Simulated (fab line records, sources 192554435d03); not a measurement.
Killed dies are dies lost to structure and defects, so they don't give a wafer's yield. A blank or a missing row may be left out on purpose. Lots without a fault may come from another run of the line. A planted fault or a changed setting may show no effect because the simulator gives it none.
Split-lot experiment | flow n5_finfet | 7 lots, 21 wafers read, on a route of 1938 steps

THE SPLIT
At N5_HKMG_FIN_HK_ALD_01 (deposits HfO2, target thk 1.6 nm, pulse time 3 s, purge time 3 s), the setting ald_cycles was moved away from the recipe's 30 on 6 of the 21 wafers read, by +6.7% to +13.3%. The other wafers ran this setting at the recipe's value.

FROM THE SPLIT TO THE READING: what the file shows between them, 9 steps
- N5_HKMG_FIN_EXPOSE_46: exposes mask NDIPOLE (also split here: dose_mj)
- N5_HKMG_FIN_PEB_47: peb time 60 s
- N5_HKMG_FIN_DEVELOP_48: develop time 30 s
- N5_HKMG_FIN_CD_MEAS_49: target cd 202 nm
- N5_HKMG_FIN_ETCH_55: etches SOC in N2/H2, target depth 240 nm, time 300 s (also split here: bias_w)
- N5_HKMG_FIN_STRIP_56: strips in N2/H2
- N5_HKMG_FIN_STRIP_57: strips in CF4
- N5_HKMG_FIN_WET_ETCH_82: etches La2O3 in dHCl, stops on HfO2, target depth 2 nm, rinse time 30 s
- N5_HKMG_FIN_ALD_36: deposits TiN, target thk 1 nm, pulse time 1 s, purge time 3 s

THE READING
HK_THK, in nm, at N5_HKMG_FIN_THK_MEAS_70 (measures by xrf). Fault-free wafers of this fab line usually give 1.624 nm, standard deviation 0.02 nm.

wafer  | tool, chamber at the split | ald_cycles as run | against the recipe | HK_THK, nm | against lot-mates on the recipe
L074.1 | ald_hk-03, 0,3,1           | 30                | recipe             | 1.641      | -
L074.2 | ald_hk-03, 0,3,1           | 30                | recipe             | 1.665      | -
L074.5 | ald_hk-03, 0,3,1           | 30                | recipe             | 1.640      | -
L075.1 | ald_hk-03, 1               | 33                | +10.0%             | 1.793      | +0.155
L075.2 | ald_hk-03, 3,2             | 30                | recipe             | 1.641      | -
L075.6 | ald_hk-03, 3,2             | 30                | recipe             | 1.634      | -
L079.4 | ald_hk-02, 2,2,1           | 30                | recipe             | 1.626      | -
L079.5 | ald_hk-02, 2,2,1           | 30                | recipe             | 1.620      | -
L079.6 | ald_hk-02, 2,2,1           | 30                | recipe             | 1.615      | -
L080.1 | ald_hk-01, 1,3,3           | 30                | recipe             | 1.640      | -
L080.4 | ald_hk-01, 1,3,3           | 30                | recipe             | 1.633      | -
L080.5 | ald_hk-01, 1,3,3           | 30                | recipe             | 1.618      | -
L085.1 | ald_hk-01, 1,0             | 34                | +13.3%             | 1.860      | +0.230
L085.3 | ald_hk-01, 0               | 30                | recipe             | 1.630      | -
L085.6 | ald_hk-01, 1,0             | 34                | +13.3%             | 1.842      | +0.212
L087.1 | ald_hk-03, 1,2             | 32                | +6.7%              | 1.733      | +0.112
L087.3 | ald_hk-03, 1,2             | 32                | +6.7%              | 1.720      | +0.099
L087.5 | ald_hk-03, 0               | 30                | recipe             | 1.621      | -
L096.1 | ald_hk-01, 2,1             | 30                | recipe             | 1.602      | -
L096.3 | ald_hk-01, 2,1             | 30                | recipe             | 1.590      | -
L096.4 | ald_hk-01, 0               | 32                | +6.7%              | 1.716      | +0.120
Where a row lists several chambers, the file gives one row for several wafers and doesn't say which wafer went through which chamber.

THE FIT
A straight line over all 21 wafers: HK_THK changes by +0.0163 nm for each +1% of ald_cycles; r = +0.98; the points scatter about the line by 0.017 nm.
The same after taking each lot's own level away (the mean of its wafers on the recipe; 21 wafers): +0.0164 nm for each +1%; r = +0.99; scatter 0.0082 nm.
On that fit, the largest move of ald_cycles shifts the reading by 0.22 nm.
The lots' own levels span 1.5960 to 1.6487 nm, that is 2.6 times the standard deviation above.
So the lot-to-lot level changes the slope little: the two slopes agree.
Check: with one of the wafers moved furthest among these (+13.3%) left out of the fit, the line predicts +0.214 nm for it against its lot-mates. It came out at +0.23 nm against them.

OTHER SPLITS ON THESE WAFERS
These wafers also went through other splits before the reading. Each is held against what the fit with the lots' levels taken away leaves over:
other split on the same wafers       | wafers away from the commonest value | r with HK_THK (lot level and that fit taken away)
N5_DUMMY_GATE_ETCH_31 target_depth_a | 6                                    | -0.26
N5_SD_EPI_N_DESCUM_14 time_s         | 8                                    | -0.01
N5_HKMG_FIN_EXPOSE_46 dose_mj        | 3                                    | +0.08
N5_HKMG_FIN_ETCH_55 bias_w           | 6                                    | -0.32

THE FILE'S OWN FIT
HK_THK changes by +0.0164 nm for each +1% of ald_cycles, r = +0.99.
